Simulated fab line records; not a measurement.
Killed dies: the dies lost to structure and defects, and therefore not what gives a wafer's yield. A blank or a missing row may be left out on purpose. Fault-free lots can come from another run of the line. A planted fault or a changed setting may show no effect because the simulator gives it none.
8D (eight disciplines) problem report, filled in by code + flow n5-finfet + the parts of the form that need people (team, actions taken, sign-off) are left out

== 1. THE PROBLEM ==
At N5_FIN_SAQP_THK_MEAS_07, thk-nm averages 35.1 nm over 6 wafers from 2 lots, while fault-free wafers read 60.0 nm, standard deviation 0.78. That is -32 standard deviations from the usual mean.
First observed at day 5 03:41: wafer L468.1, on film-metro-01. At this step, 24 wafers from 8 lots have a number in the record. The rule behind "out" and "out of limits": a value lying over 4 standard deviations away from the usual mean. The rest of the wafers with a number are treated as sound.

== 2. WHAT IT IS, AND WHAT IT ISN'T ==
| question                    | is                           | is not                                                                                |
|-----------------------------|------------------------------|---------------------------------------------------------------------------------------|
| which readings at this step | thk-nm                       | -                                                                                     |
| which lots                  | L468, L469                   | L464, L467, L471, L473, L474, L476                                                    |
| which wafers of those lots  | all that have a number       | -                                                                                     |
| read on which gauges        | film-metro-01, film-metro-02 | -                                                                                     |
| when                        | from day 5 03:41             | up to then (6 sound wafers); but 12 sound wafers of L471, L473, L474, L476 came after |

== 3. WHAT RULES OUT EACH SUSPECT ==
Counting: any tool at a process step up to the reading is kept as a suspect provided that every lot that is out went through it and no sound lot did after the first of them.
- the gauge at N5_FIN_SAQP_THK_MEAS_07 is ruled out. The wafers that are out were read on 2 gauges (film-metro-01, film-metro-02).
- pecvd-01 at N5_FIN_SAQP_PECVD_06 (deposits a-Si from SiH4/He, target thk 60 nm, time 48.1 s): kept. It ran every lot that is out, first L468 (day 5 03:35), and no sound lot after that; its last sound lot up to then is L467 (day 4 22:03).
The count leaves pecvd-01 at N5_FIN_SAQP_PECVD_06.

== 4. THE CAUSE (what the simulator had put in) ==
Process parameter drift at N5_FIN_SAQP_PECVD_06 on pecvd-01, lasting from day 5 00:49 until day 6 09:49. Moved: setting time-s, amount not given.
The count eliminated every tool but this one.

== 5. THE CHAIN OF EFFECTS, in route order ==
Each row: a reading whose mean over the struck wafers that have a number lies more than 3 standard deviations from the usual. Scope: only readings with a usual standard deviation given in the record; hours: median across lots of the time from each lot's start at the first step in this table that gives one to its start at this step; sigmas: change in usual standard deviations.
| hours | step                        | reading        | usual      | on struck wafers | change | sigmas |
|-------|-----------------------------|----------------|------------|------------------|--------|--------|
| 0     | N5_FIN_SAQP_THK_MEAS_07     | thk-nm         | 60.0 nm    | 35.1             | -24.9  | -32    |
| 1     | N5_FIN_SAQP_MANDREL_ETCH_22 | oes-product-au | 0.772 a.u. | 0.579            | -0.193 | -13    |
It contains these process steps:
- N5_FIN_SAQP_MANDREL_ETCH_22: etches a-Si in HBr/Cl2, stops on SiNx, target depth 60 nm, bt time 10 s, time 30 s.
Readings that are blank on the struck wafers while sound wafers have them: susceptor-temp-C at N5_FIN_SAQP_PECVD_06.
Later measuring or inspecting steps at which every struck wafer that the step has a row for has a number for every such reading, and none has moved that far: N5_BEOL_M4_RC_MEAS_101.

== 6. WHAT WOULD HAVE CAUGHT IT SOONER ==
The first out-of-limits reading at a measuring or inspecting step in this record came at day 5 03:41, 3 hours after the fault's start at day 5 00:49.
Among the 2 lots that are out, L469 began N5_FIN_SAQP_PECVD_06 on pecvd-01 after day 5 03:41. Holding the tool at that time would have saved it.
